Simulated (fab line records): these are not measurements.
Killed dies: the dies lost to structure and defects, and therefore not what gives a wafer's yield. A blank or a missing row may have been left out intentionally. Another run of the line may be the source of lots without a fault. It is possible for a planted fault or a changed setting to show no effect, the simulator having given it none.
One fault seen from 3 desks + flow n5_finfet + only its own numbers are on each desk; what lay behind them is given at the end

== AT THE TOOL OWNER'S DESK: cvd_co-01 ==
The tool's own readings at N5_BEOL_M4_CO_CAP_55 (material Co, precursor CCTBA/H2, target thk 2 nm, time 102.1 s): means of the sampled wafers that have a number, for each lot that ran on this tool. Any lot whose mean is over 4 standard deviations away from the usual mean is out of limits and marked OUT; that distance is given in the brackets.
Columns: A = heater_power_w at N5_BEOL_M4_CO_CAP_55, usual 220 W
| lot  | first seen here | A   |
|------|-----------------|-----|
| L368 | day 11 07:50    | 209 |
| L369 | day 11 20:11    | 204 |
| L370 | day 12 05:45    | 223 |
| L380 | day 14 15:30    | 205 |
This desk found nothing out of limits on any of the 4 lots.

== THE DEFECT DESK ==
Per lot, the means of the sampled wafers with a number show what the inspections along the route counted. Any lot whose mean is over 4 standard deviations away from the usual mean is out of limits and marked OUT; that distance is given in the brackets.
Columns: A = raw_defect_count at N5_BEOL_M4_INSPECT_59, usual 73; B = raw_defect_count at N5_BEOL_M5_INSPECT_13, usual 397
| lot  | first seen here | A             | B   |
|------|-----------------|---------------|-----|
| L368 | day 11 08:02    | 410 (+17) OUT | 678 |
| L369 | day 11 20:24    | 439 (+18) OUT | 745 |
| L370 | day 12 05:58    | 392 (+16) OUT | 682 |
| L378 | day 14 01:41    | 64            | 272 |
| L380 | day 14 15:43    | 79            | 363 |
This desk's finding: out of limits on L368, L369, L370; first on L368, day 11 08:02 (raw_defect_count at N5_BEOL_M4_INSPECT_59). L378, L380 stayed within limits.

== METROLOGY DESK ==
Means of the sampled wafers that have a number, per lot and without regard to the tool the lot ran on: this is what the gauges read. Any lot whose mean is over 4 standard deviations away from the usual mean is out of limits and marked OUT; that distance is given in the brackets. It has 10 readings; the 7 that lie furthest out on some lot are the ones shown.
Columns: A = DIBL_N at N5_BEOL_M4_RC_MEAS_101, usual 35.8 mV/V; B = DIBL_P at N5_BEOL_M4_RC_MEAS_101, usual 35.3 mV/V; C = IOFF_P at N5_BEOL_M4_RC_MEAS_101, usual 0.194 nA/um; D = ION_P at N5_BEOL_M4_RC_MEAS_101, usual 456 uA/um; E = SS_N at N5_BEOL_M4_RC_MEAS_101, usual 71.4 mV/dec; F = SS_P at N5_BEOL_M4_RC_MEAS_101, usual 73.1 mV/dec; G = VT_P at N5_BEOL_M4_RC_MEAS_101, usual -252 mV
| lot  | first seen here | A    | B    | C     | D   | E    | F    | G    |
|------|-----------------|------|------|-------|-----|------|------|------|
| L368 | day 11 08:13    | 34.2 | 34.1 | 0.171 | 457 | 71.3 | 72.9 | -254 |
| L369 | day 11 20:35    | 37.1 | 37.2 | 0.205 | 454 | 71.8 | 73.7 | -254 |
| L370 | day 12 06:08    | 33.5 | 35.0 | 0.198 | 463 | 70.8 | 72.3 | -250 |
| L378 | day 14 01:43    | 35.8 | 36.7 | 0.215 | 465 | 71.2 | 73.5 | -249 |
| L380 | day 14 16:14    | 37.0 | 35.2 | 0.186 | 455 | 71.2 | 73.1 | -252 |
This desk found nothing out of limits on any of the 5 lots.

== TAKEN TOGETHER ==
The defect desk could have raised an alarm at day 11 08:02, on L368, L369, L370.
Nothing out of limits was seen by the tool owner's desk.
Nothing out of limits was seen by the metrology desk.
Tool owner's desk: L368, L369, L370 on record, inside its limits.
The metrology desk has L368, L369, L370 on record, within its limits.
Every lot named ran N5_BEOL_M4_CO_CAP_55 on cvd_co-01.

== WHAT THE SIMULATOR HAD INSERTED ==
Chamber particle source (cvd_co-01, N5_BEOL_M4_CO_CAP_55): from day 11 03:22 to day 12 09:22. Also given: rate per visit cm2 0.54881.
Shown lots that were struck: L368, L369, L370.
Hours from the fault's start to each desk's first reading out of limits: the defect desk, 5.
